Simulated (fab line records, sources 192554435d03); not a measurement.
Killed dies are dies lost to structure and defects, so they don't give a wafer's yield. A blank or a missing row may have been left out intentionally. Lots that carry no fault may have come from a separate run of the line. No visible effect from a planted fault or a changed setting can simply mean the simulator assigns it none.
Chamber matching :: flow n5-finfet :: 4 sister chambers for N5_BEOL_M5_ETCH_67 on rie-diel-03
The step etches SiARC in CF4, target depth 15.6 nm, time 26 s. 22 wafers are shown with their chamber, then 11 later ones without.

EACH WAFER AND ITS CHAMBER
wafer: L077.3
chamber: 1
drypump-motor-current-A (A): 5.0
showerhead-plenum-p-Torr (Torr): 2.27
throttle-valve-pct (%): 15.30

wafer: L077.5
chamber: 2
drypump-motor-current-A (A): 5.3
showerhead-plenum-p-Torr (Torr): 2.08
throttle-valve-pct (%): 15.59

wafer: L077.6
chamber: 1
drypump-motor-current-A (A): 5.0
showerhead-plenum-p-Torr (Torr): 2.27
throttle-valve-pct (%): 15.32

wafer: L081.1
chamber: 1
drypump-motor-current-A (A): 5.0
showerhead-plenum-p-Torr (Torr): 2.27
throttle-valve-pct (%): 15.30

wafer: L081.2
chamber: 2
drypump-motor-current-A (A): 5.3
showerhead-plenum-p-Torr (Torr): 2.08
throttle-valve-pct (%): 15.62

wafer: L081.3
chamber: 3
drypump-motor-current-A (A): 6.4
showerhead-plenum-p-Torr (Torr): 2.03
throttle-valve-pct (%): 15.77

wafer: L081.4
chamber: 1
drypump-motor-current-A (A): 5.0
showerhead-plenum-p-Torr (Torr): 2.27
throttle-valve-pct (%): 15.31

wafer: L081.5
chamber: 3
drypump-motor-current-A (A): 6.4
showerhead-plenum-p-Torr (Torr): 2.03
throttle-valve-pct (%): 15.76

wafer: L081.6
chamber: 2
drypump-motor-current-A (A): 5.3
showerhead-plenum-p-Torr (Torr): 2.07
throttle-valve-pct (%): 15.60

wafer: L087.3
chamber: 3
drypump-motor-current-A (A): 6.4
showerhead-plenum-p-Torr (Torr): 2.02
throttle-valve-pct (%): 15.78

wafer: L087.5
chamber: 3
drypump-motor-current-A (A): 6.5
showerhead-plenum-p-Torr (Torr): 2.02
throttle-valve-pct (%): 15.79

wafer: L087.6
chamber: 1
drypump-motor-current-A (A): 5.0
showerhead-plenum-p-Torr (Torr): 2.26
throttle-valve-pct (%): 15.35

wafer: L089.1
chamber: 1
drypump-motor-current-A (A): 5.0
showerhead-plenum-p-Torr (Torr): 2.26
throttle-valve-pct (%): 15.35

wafer: L089.2
chamber: 2
drypump-motor-current-A (A): 5.3
showerhead-plenum-p-Torr (Torr): 2.07
throttle-valve-pct (%): 15.64

wafer: L089.3
chamber: 3
drypump-motor-current-A (A): 6.5
showerhead-plenum-p-Torr (Torr): 2.02
throttle-valve-pct (%): 15.82

wafer: L089.4
chamber: 1
drypump-motor-current-A (A): 5.0
showerhead-plenum-p-Torr (Torr): 2.26
throttle-valve-pct (%): 15.35

wafer: L089.5
chamber: 3
drypump-motor-current-A (A): 6.5
showerhead-plenum-p-Torr (Torr): 2.02
throttle-valve-pct (%): 15.79

wafer: L089.6
chamber: 2
drypump-motor-current-A (A): 5.3
showerhead-plenum-p-Torr (Torr): 2.07
throttle-valve-pct (%): 15.64

wafer: L093.2
chamber: 2
drypump-motor-current-A (A): 5.2
showerhead-plenum-p-Torr (Torr): 2.06
throttle-valve-pct (%): 15.67

wafer: L093.3
chamber: 1
drypump-motor-current-A (A): 5.0
showerhead-plenum-p-Torr (Torr): 2.26
throttle-valve-pct (%): 15.39

wafer: L093.4
chamber: 3
drypump-motor-current-A (A): 6.5
showerhead-plenum-p-Torr (Torr): 2.28
throttle-valve-pct (%): 15.27

wafer: L092.1
chamber: 0
drypump-motor-current-A (A): 5.9
showerhead-plenum-p-Torr (Torr): 2.22
throttle-valve-pct (%): 15.71

SIGNATURES (averages over the wafers above)
reading: drypump-motor-current-A
chamber 0: 5.900
chamber 1: 5.000
chamber 2: 5.283
chamber 3: 6.457
scatter within a chamber: 0.0376

reading: showerhead-plenum-p-Torr
chamber 0: 2.2200
chamber 1: 2.2650
chamber 2: 2.0717
chamber 3: 2.0600
scatter within a chamber: 0.0563

reading: throttle-valve-pct
chamber 0: 15.7100
chamber 1: 15.3338
chamber 2: 15.6267
chamber 3: 15.7114
scatter within a chamber: 0.116
Rule: for each reading, subtract the chamber's mean from the wafer's reading, divide by that reading's scatter and square the result; add these up over the readings and take the root, which gives the wafer's distance from the chamber. The wafer belongs to the nearest chamber; if the next one is less than 2 further off, it can't be placed. The scatter: the root of (the sum of the squares of (reading less its chamber's mean) over the shown wafers, divided by (wafers less chambers)).

WAFERS WITH NO CHAMBER GIVEN
wafer: L092.2
drypump-motor-current-A (A): 5.0
showerhead-plenum-p-Torr (Torr): 2.25
throttle-valve-pct (%): 15.37

wafer: L092.3
drypump-motor-current-A (A): 5.3
showerhead-plenum-p-Torr (Torr): 2.06
throttle-valve-pct (%): 15.67

wafer: L092.4
drypump-motor-current-A (A): 6.5
showerhead-plenum-p-Torr (Torr): 2.28
throttle-valve-pct (%): 15.28

wafer: L092.5
drypump-motor-current-A (A): 6.5
showerhead-plenum-p-Torr (Torr): 2.28
throttle-valve-pct (%): 15.28

wafer: L092.6
drypump-motor-current-A (A): 5.9
showerhead-plenum-p-Torr (Torr): 2.22
throttle-valve-pct (%): 15.71

wafer: L095.2
drypump-motor-current-A (A): 6.5
showerhead-plenum-p-Torr (Torr): 2.28
throttle-valve-pct (%): 15.28

wafer: L095.5
drypump-motor-current-A (A): 5.9
showerhead-plenum-p-Torr (Torr): 2.22
throttle-valve-pct (%): 15.72

wafer: L095.6
drypump-motor-current-A (A): 5.0
showerhead-plenum-p-Torr (Torr): 2.25
throttle-valve-pct (%): 15.38

wafer: L094.3
drypump-motor-current-A (A): 5.2
showerhead-plenum-p-Torr (Torr): 2.06
throttle-valve-pct (%): 15.69

wafer: L094.4
drypump-motor-current-A (A): 6.5
showerhead-plenum-p-Torr (Torr): 2.28
throttle-valve-pct (%): 15.27

wafer: L094.6
drypump-motor-current-A (A): 6.5
showerhead-plenum-p-Torr (Torr): 2.28
throttle-valve-pct (%): 15.27

WHICH CHAMBER EACH WENT THROUGH
wafer: L092.2
from the rows above: 1
in truth: 1

wafer: L092.3
from the rows above: 2
in truth: 2

wafer: L092.4
from the rows above: 3
in truth: 3

wafer: L092.5
from the rows above: 3
in truth: 3

wafer: L092.6
from the rows above: 0
in truth: 0

wafer: L095.2
from the rows above: 3
in truth: 3

wafer: L095.5
from the rows above: 0
in truth: 0

wafer: L095.6
from the rows above: 1
in truth: 1

wafer: L094.3
from the rows above: 2
in truth: 2

wafer: L094.4
from the rows above: 3
in truth: 3

wafer: L094.6
from the rows above: 3
in truth: 3
Correctly placed: 11 of 11. From these rows, 0 cannot be placed. Number placed wrongly: 0.
